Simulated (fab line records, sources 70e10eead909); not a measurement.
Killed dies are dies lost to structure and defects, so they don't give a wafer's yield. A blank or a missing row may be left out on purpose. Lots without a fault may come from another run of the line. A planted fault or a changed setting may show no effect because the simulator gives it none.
fab line records | flow nand_harc
record lots=6 wafers=18 last_day=33
route steps=1302 shown A_DECK1_JOINT@539 A_ONON_D2@545 END@1302
lots that met no fault: from a run of the same line without faults
start_h: hours from the record's first day to the start of the lot's first wafer shown | wait_h: hours since the lot's step before | " the same as in the row above | L1.1+2: a row that stands for several wafers | - no value, or no start given | * or withheld: withheld | < > ~ a bound
route shown NAME@n: a module of which the file shows steps, and the number in the route of the first | usual: mean/standard deviation of fault-free wafers | same: alike in all rows | chamber/n: place in a boat | sites: the reading at each site | _std_site: their standard deviation | _edge_site: outer sites' mean less inner sites' | radius_mm: how far each site lies from the wafer's centre | mask NAME#n: copy n | behind: the tool/chamber that last shaped the wafer | hold: why the lot was held/for how many hours/how that ended | device: the transistor (n, p or np) that didn't switch | end of line: the same wafers' tests at the end of the route | a step without rows: its recipe alone | killed: dies lost to structure and defects at the first sort, not the wafer's yield | map: a wafer's dies, x killed, . not, _ none there
set.NAME: the setting as run; set.NAME@STEP: as run at that earlier step | model.NAME: the simulator's own value behind a step, which no gauge read
lots at some steps of the route; a table a step, a row a wafer
services: from which hour (start_h, from the record's first day; less than 0 if before it) a tool's chamber was out of use, for how many hours, and why
## steps
# step NHARC_A_DECK1_JOINT_CMP_02
# recipe material=SiOx
# usual motor_current_A=12.5/1.1
# columns lot.wafer tool chamber start_h wait_h motor_current_A
L719.2 cmp-03 3 300.16 0.4 12.9
L719.1 " 0 " " 12.2
L719.4 " 1 " " 11.5
L725.2 cmp-01 0 376.94 0.4 13.2
L725.1 " 1 " " 11.1
L725.5 " 3 " " 12.8
L728.3 cmp-02 1 393.99 0.4 13.3
L728.6 " 1 " " 13.4
L728.5 " 2 " " 14.7
L730.1 cmp-03 2 419.47 0.4 14.3
L730.2 " 3 " " 13.1
L730.6 " 0 " " 11.4
L738.1 cmp-03 1 497.80 0.4 11.8
L738.3 " 2 " " 15.9
L738.4 " 3 " " 12.4
L739.1 cmp-01 0 497.80 0.4 12.7
L739.4 " 2 " " 12.3
L739.6 " 0 " " 13.3
# step NHARC_A_DECK1_JOINT_SRD_15
# step NHARC_A_DECK1_JOINT_DEP_16
# recipe target_thk_a=450 temp_c=400 pressure_torr=6.5 rf_w=900 teos_flow_sccm=161.4 flow_sccm=2650 target_thk_nm=45 gas=O2 material=SiO2
# usual heater_power_outer_w=314/59 heater_power_w=557/96 throttle_valve_pct=16.1/0.51
# columns lot.wafer tool chamber start_h wait_h heater_power_outer_w heater_power_w since_wet_clean_h throttle_valve_pct
L719.2 pecvd-04 1 300.55 0.1 265 539 166 16.3
L719.1 " 0 " " 219 459 167 15.5
L719.4 " 0 " " 220 463 - 15.3
L725.2 pecvd-04 2 377.34 0.1 378 590 62 15.9
L725.1 " 0 " " 305 550 62 15.1
L725.5 " 0 " " 303 542 - 15.4
L728.3 pecvd-04 2 394.43 0.1 277 468 79 15.9
L728.6 " 0 " " 219 449 - 14.9
L728.5 " 1 " " 362 674 - 15.7
L730.2 pecvd-03 0 419.81 0.1 232 400 41 15.9
L730.1 " 2 " " 441 801 41 16.6
L730.6 " 1 " " 247 456 - 16.2
L738.1 pecvd-04 2 498.20 0.1 300 511 2 15.5
L738.3 " 0 " " 246 472 2 14.8
L738.4 " 2 " " 319 519 - 15.6
L739.1 pecvd-03 0 498.24 0.1 260 440 119 15.8
L739.6 " 1 " " 259 494 - 16.4
L739.4 " 0 " " 259 437 - 15.8
# step NHARC_A_DECK1_JOINT_THK_MEAS_17
# recipe thk_meas_gauge=ellipsometry
# usual thk_nm=44.9/1.1
# columns lot.wafer tool chamber start_h wait_h thk_nm
L719.1 film_metro-02 - 300.83 0.2 48.2
L719.2 " - " " 44.9
L719.4 " - " " 44.9
L725.1 film_metro-01 - 377.59 0.2 44.4
L725.2 " - " " 44.4
L725.5 " - " " 45.8
L728.3 film_metro-01 - 394.66 0.2 44.9
L728.5 " - " " 42.5
L728.6 " - " " 44.0
L730.1 film_metro-02 - 420.08 0.2 44.3
L730.2 " - " " 46.0
L730.6 " - " " 45.0
L738.1 film_metro-01 - 498.45 0.2 43.9
L738.3 " - " " 42.5
L738.4 " - " " 44.4
L739.1 film_metro-02 - 498.46 0.2 42.1
L739.4 " - " " 43.5
L739.6 " - " " 45.3
# step NHARC_A_DECK1_JOINT_INSPECT_05
# usual raw_defect_count=332/140
# columns lot.wafer tool chamber start_h wait_h raw_defect_count
L719.1 defect_inspect-02 - 300.86 0.0 228
L719.2 " - " " 267
L719.4 " - " " 318
L725.1 defect_inspect-02 - 377.63 0.0 388
L725.2 " - " " 528
L725.5 " - " " 322
L728.3 defect_inspect-01 - 394.69 0.0 248
L728.5 " - " " 386
L728.6 " - " " 298
L730.1 defect_inspect-02 - 420.12 0.0 256
L730.2 " - " " 295
L730.6 " - " " 278
L738.1 defect_inspect-01 - 498.48 0.0 334
L738.3 " - " " 273
L738.4 " - " " 179
L739.1 defect_inspect-02 - 498.50 0.0 992
L739.4 " - " " 628
L739.6 " - " " 626
# step NHARC_A_ONON_D2_DEP_00
# recipe target_thk_a=10000 n2_flow_sccm=2750 n2o_flow_sccm=2000 nh3_flow_sccm=500 sih4_flow_sccm=210 temp_c=400
# step NHARC_A_ONON_D2_THK_MEAS_02
# recipe thk_meas_gauge=ellipsometry
# usual thk_nm=1000/11
# columns lot.wafer tool chamber start_h wait_h thk_nm
L719.1 film_metro-01 - 301.44 - 1007
L719.2 " - " " 1007
L719.4 " - " " 1007
L725.1 film_metro-01 - 378.28 - 998
L725.2 " - " " 1000
L725.5 " - " " 998
L728.3 film_metro-02 - 395.29 - 996
L728.5 " - " " 996
L728.6 " - " " 994
L730.1 film_metro-01 - 420.70 - 995
L730.2 " - " " 997
L730.6 " - " " 994
L738.1 film_metro-02 - 499.05 - 996
L738.3 " - " " 995
L738.4 " - " " 994
L739.1 film_metro-01 - 499.08 - 1005
L739.4 " - " " 1005
L739.6 " - " " 1005
# step NHARC_A_ONON_D2_DEP_03
# recipe target_thk_a=10000 n2_flow_sccm=2750 n2o_flow_sccm=2000 nh3_flow_sccm=500 sih4_flow_sccm=210 temp_c=400
# step NHARC_A_ONON_D2_THK_MEAS_05
# recipe thk_meas_gauge=ellipsometry
# usual thk_nm=999/11
# columns lot.wafer tool chamber start_h wait_h thk_nm
L719.1 film_metro-01 - 302.01 - 1003
L719.2 " - " " 1002
L719.4 " - " " 1003
L725.1 film_metro-01 - 378.89 - 1001
L725.2 " - " " 1002
L725.5 " - " " 1001
L728.3 film_metro-02 - 395.86 - 1005
L728.5 " - " " 1005
L728.6 " - " " 1007
L730.1 film_metro-02 - 421.27 - 994
L730.2 " - " " 993
L730.6 " - " " 995
L738.1 film_metro-01 - 499.62 - 998
L738.3 " - " " 998
L738.4 " - " " 998
L739.1 film_metro-02 - 499.64 - 991
L739.4 " - " " 994
L739.6 " - " " 992
# step NHARC_A_ONON_D2_DEP_06
# recipe target_thk_a=10000 n2_flow_sccm=2750 n2o_flow_sccm=2000 nh3_flow_sccm=500 sih4_flow_sccm=210 temp_c=400
# step NHARC_A_ONON_D2_THK_MEAS_08
# recipe thk_meas_gauge=ellipsometry
# usual thk_nm=997/7.4
# columns lot.wafer tool chamber start_h wait_h thk_nm
L719.1 film_metro-02 - 302.57 - 1015
L719.2 " - " " 1015
L719.4 " - " " 1018
L725.1 film_metro-01 - 379.46 - 1000
L725.2 " - " " 998
L725.5 " - " " 1001
L728.3 film_metro-01 - 396.42 - 998
L728.5 " - " " 999
L728.6 " - " " 998
L730.1 film_metro-02 - 421.83 - 986
L730.2 " - " " 986
L730.6 " - " " 988
L738.1 film_metro-01 - 500.18 - 996
L738.3 " - " " 997
L738.4 " - " " 994
L739.1 film_metro-02 - 500.20 - 990
L739.4 " - " " 991
L739.6 " - " " 990
# step NHARC_A_ONON_D2_DEP_09
# recipe target_thk_a=10000 n2_flow_sccm=2750 n2o_flow_sccm=2000 nh3_flow_sccm=500 sih4_flow_sccm=210 temp_c=400
# columns lot.wafer tool chamber start_h wait_h
L719.1+2+4 pecvd_onon-02 0 302.63 0.1
L725.1+2+5 pecvd_onon-01 0 379.51 0.1
L728.3+5+6 pecvd_onon-01 0 396.59 0.2
L730.1+2+6 pecvd_onon-01 0 421.89 0.1
L738.1+3+4 pecvd_onon-03 0 500.24 0.1
L739.1+4+6 pecvd_onon-01 0 500.25 0.1
# step NHARC_A_ONON_D2_THK_MEAS_11
# recipe thk_meas_gauge=ellipsometry
# usual thk_nm=999/8.1
# columns lot.wafer tool chamber start_h wait_h thk_nm
L719.1 film_metro-01 - 303.14 - 991
L719.2 " - " " 992
L719.4 " - " " 989
L725.1 film_metro-01 - 380.03 - 992
L725.2 " - " " 990
L725.5 " - " " 990
L728.3 film_metro-01 - 396.98 - 1042
L728.5 " - " " 1041
L728.6 " - " " 1043
L730.1 film_metro-01 - 422.41 - 1045
L730.2 " - " " 1045
L730.6 " - " " 1042
L738.1 film_metro-02 - 500.74 - 999
L738.3 " - " " 1000
L738.4 " - " " 997
L739.1 film_metro-01 - 500.76 - 1019
L739.4 " - " " 1017
L739.6 " - " " 1016
# step NHARC_A_ONON_D2_DEP_12
# recipe target_thk_a=10000 n2_flow_sccm=2750 n2o_flow_sccm=2000 nh3_flow_sccm=500 sih4_flow_sccm=210 temp_c=400
# step NHARC_END_SORT_01
# recipe temp_c=25
# usual killed_at_array=54/21 killed_at_other=1.0/1.2 killed_at_periphery=3.6/2.6 killed_dies=58/20 killed_open=3.3/1.9 killed_short=2.6/1.5
# same gross_dies=677
# columns lot.wafer tool chamber start_h wait_h killed_at_array killed_at_other killed_at_periphery killed_dies killed_open killed_short
L728.3 prober-02 0 689.03 3.1 655 1 1 657 0 3
L728.5 prober-02 0 690.65 3.7 655 0 4 659 4 3
L728.6 prober-02 0 691.46 4.0 662 1 1 664 5 2
L730.1 prober-01 0 729.03 2.5 652 0 3 655 3 1
L730.2 prober-01 0 729.82 2.8 651 0 9 660 4 4
L730.6 prober-01 0 732.99 4.0 659 1 1 661 1 3
# killed by level:class
L728.3 A_ONON_D2:area_dep=637 A_CHANNEL_HOLE_D1:chamber_film_flake=6 A_WL_FILL:chamber_film_flake=5 A_CHANNEL_FILL_D2:chamber_film_flake=2 A_DECK1_JOINT:geometric_particle:short=1 A_ONON_D2:geometric_particle:short=1 A_M0:geometric_particle:short=1 P_GATE:chamber_film_flake=1
L728.5 A_ONON_D2:area_dep=634 A_CHANNEL_HOLE_D1:chamber_film_flake=5 A_WL_FILL:chamber_film_flake=4 A_STAIRCASE:chamber_film_flake=3 A_ONON_D1:geometric_particle:short=2 A_SLIT:chamber_film_flake=2 P_GATE:geometric_particle:open=1 P_M0:geometric_particle:open=1
L728.6 A_ONON_D2:area_dep=640 A_CHANNEL_HOLE_D1:chamber_film_flake=6 A_WL_FILL:chamber_film_flake=5 A_ONON_D2:geometric_particle:open=2 A_SLIT:chamber_film_flake=2 P_M1:geometric_particle:short=1 A_CHANNEL_HOLE_D2:geometric_particle:short=1 A_CHANNEL_FILL_D2:geometric_particle:open=1
L730.1 A_ONON_D2:area_dep=584 A_CHANNEL_HOLE_D1:chamber_film_flake=29 A_SLIT:chamber_film_flake=25 A_CONTACT:chamber_film_flake=6 A_CHANNEL_HOLE_D2:chamber_film_flake=3 P_CONTACT:chamber_film_flake=2 A_ONON_D1:geometric_particle:open=1 A_CHANNEL_FILL_D1:geometric_particle:open=1
L730.2 A_ONON_D2:area_dep=571 A_CHANNEL_HOLE_D1:chamber_film_flake=32 A_SLIT:chamber_film_flake=20 A_CHANNEL_HOLE_D2:chamber_film_flake=8 A_CONTACT:chamber_film_flake=6 P_BONDPAD:chamber_film_flake=5 A_CHANNEL_FILL_D1:chamber_film_flake=4 A_CHANNEL_FILL_D1:geometric_particle:short=2
L730.6 A_ONON_D2:area_dep=601 A_CHANNEL_HOLE_D1:chamber_film_flake=24 A_SLIT:chamber_film_flake=17 A_CHANNEL_HOLE_D2:chamber_film_flake=5 A_CONTACT:chamber_film_flake=5 A_CHANNEL_FILL_D1:chamber_film_flake=3 A_CHANNEL_FILL_D2:geometric_particle:short=2 P_CONTACT:geometric_particle:short=1
# map L728.6 (x killed, . not)
____________x____________
_________xxxxxxx_________
_______xxxxxxxxxxx_______
______xxxxxxxxxxxxx______
_____.xxxxxxxxxxxxxx_____
____xxxxxxxxxxxxxxxxx____
____xxxxxxxxxxxxxxxxx____
___xxxxxxxxxxxxxxxxxxx___
___xxxxxxxxxxxxxxxxxxx___
__xxxxxxxxxxxxxxxxxxxxx__
__xxxxxxxxxxxxxxxxxxxxx__
_xxxxxxxxxxxxxxxxxxxxxxx_
_.xxxxxxxxxxxxxxxxxxxxxx_
_x.xxxxxxxxxxxx.xxxxxxxx_
_xxxxxxxxxxxxxxxxxxxxxxx_
_xxxxxxxxx.xxxxxxxxx.xxx_
xxxxxxxxxxxxxxxxxxxxxxxxx
xxxxxxxxxxxxxxxxxxxxx.xxx
xxxxxxxxxxxxxxxxxxxxxxxxx
xxxxxxxx.xxxxxxxxxxx.xxxx
xxxxxxxxxxxxxxxxxxxxxxxxx
_xxxxxxxxxxxxxxxxxxxxxxx_
_xxxxxxxxxxxxxxxxxxxxxxx_
_xxxxxxxx.xxxxx.xxxxxxxx_
_xxxxxxxxxxxxxxxxxxxxxxx_
_xxxxxxxxxxxxxxxxxxxxxxx_
__xxxxxxxxxxxxx.xxxxxxx__
__xxxxxxxxxxxxxxxxxxxxx__
___xxxxxxxxxxxxxxxx.xx___
___xxxxxxxxxxxxxxxxxxx___
____xxxxxxxxxxxxxxxxx____
____xxxxxxxxxxxxxxxxx____
_____xxxxxxxxxxxxxxx_____
______xxxxxxxxxxxxx______
_______xxxxxxxxxxx_______
_________xxxxxxx_________
____________x____________
# map L730.6 (x killed, . not)
____________x____________
_________xxxxxxx_________
_______xxxx.xxxxxx_______
______xxxxxxxxxxxxx______
_____xxxxxxx..xxxxxx_____
____xxxxxxxxxxxxxxxxx____
____xxxxxxxxxxxxxxxxx____
___xxxxxxxxxxxxxxxxxxx___
___xxxxxxxxxxxxxxxxxxx___
__xxxxxxxxxxxxxxxxxxxxx__
__xxxxxxxxxxxxxxxxxxxxx__
_xxxxxx.xxxxxxxx.xxxxxx._
_xxxxxxxxxxxxxx.xxxxxxxx_
_xxxxx.xxxxxxxxxxx.xxxxx_
_xxxxxxxxxxxxxxxxxxxxxxx_
_xxxxxxxxxxxxxxxxxxxxxxx_
xxxxxxxxxxxxxxx.xxxxxxxxx
xxxxxxxxxxxxxxxxxxxxxxxxx
.xxxxxxxxxxxxxxxxxxxxxxxx
xxxxxxxxxxxxxxxxxxxxxxxxx
xxxxxxxxxxxxxxxxxxxxxxxxx
_xxxx.xxx.xxxxxxxxxxxxxx_
_xxxxxxxxxxxxxxxxxxxxxxx_
_xxxxxxxxxxxxxxxxxxxxxxx_
_xxxxxxxxxxxxxxxxxxxxxxx_
_xxxxxxxx.xxxxxxxxxxxxxx_
__xxxxxxxxxxxxxxxx.xxxx__
__xxxxxxxxxxxxxxxxxxxxx__
___xxxxxxxxxxxxxxxxxxx___
___xxxxxxxxxxxxxxxxxxx___
____xxxxxxxxxxxxxxxxx____
____xxxxxxxxxxxxxxxxx____
_____xxxxxxxxxxxxxxx_____
______xxxxxxxxxxxxx______
_______xxxxxxxxxxx_______
_________xxxxxx._________
____________x____________
## services
# columns tool chamber start_h hours kind
cmp-01 - 283.50 4.0 pm
cmp-03 - 291.00 0.6 repair
pecvd-04 - 302.09 13.0 pm
cmp-02 - 321.83 8.8 repair
pecvd-03 - 325.54 0.6 repair
cmp-02 - 330.63 4.0 pm
cmp-02 - 344.88 1.8 repair
cmp-03 - 356.92 1.2 repair
cmp-03 - 364.67 3.4 repair
pecvd-03 - 366.00 13.0 pm
pecvd_onon-02 - 366.00 13.0 pm
cmp-03 - 380.94 0.5 repair
cmp-01 - 381.50 4.0 pm
cmp-03 - 408.55 2.6 repair
cmp-01 - 429.51 1.8 repair
pecvd-04 - 430.49 0.8 repair
cmp-01 - 432.08 0.4 repair
cmp-03 - 442.18 0.3 repair
pecvd-04 - 444.55 1.4 repair
pecvd_onon-01 - 450.27 13.0 pm
pecvd-03 2 453.49 7.7 repair
cmp-03 - 456.10 4.0 pm
cmp-01 - 479.50 4.0 pm
pecvd-04 - 483.09 13.0 pm
## key
first_sign step=NHARC_A_ONON_D2_THK_MEAS_11 reading=thk_nm direction=up sigmas=5.4 usual=999 struck=1043
effect step=NHARC_END_SORT_01 reading=killed_dies direction=up sigmas=29 usual=58 struck=659
more_kills_born_at NHARC_A_ONON_D2_DEP_09@pecvd_onon-01=3667
met_at NHARC_A_ONON_D2_DEP_09
struck_wafers L728.3,L728.5,L728.6,L730.1,L730.2,L730.6
later_rows_left_out L728.3,L728.5,L728.6,L730.1,L730.2,L730.6
tester_left_out L728,L730
onset_between 379.51 396.59
fault kind=process_parameter_drift tool=pecvd_onon-01 chamber=- onset_h=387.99 steps=NHARC_A_ONON_D2_DEP_09 channel=target_thk_a offset=* shape=step end_h=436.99 acts_in=* stated=*
# tester_left_out: of these lots the tester's yield and bins aren't shown, on N5 and GAA mostly nor the transistor test; their killed dies are dies lost to structure and defects alone, not to doping, threshold or leakage, so they don't give the yield
# later_rows_left_out: the simulator's readings of these wafers behind a module that went badly wrong aren't trusted and aren't shown, but for the sort
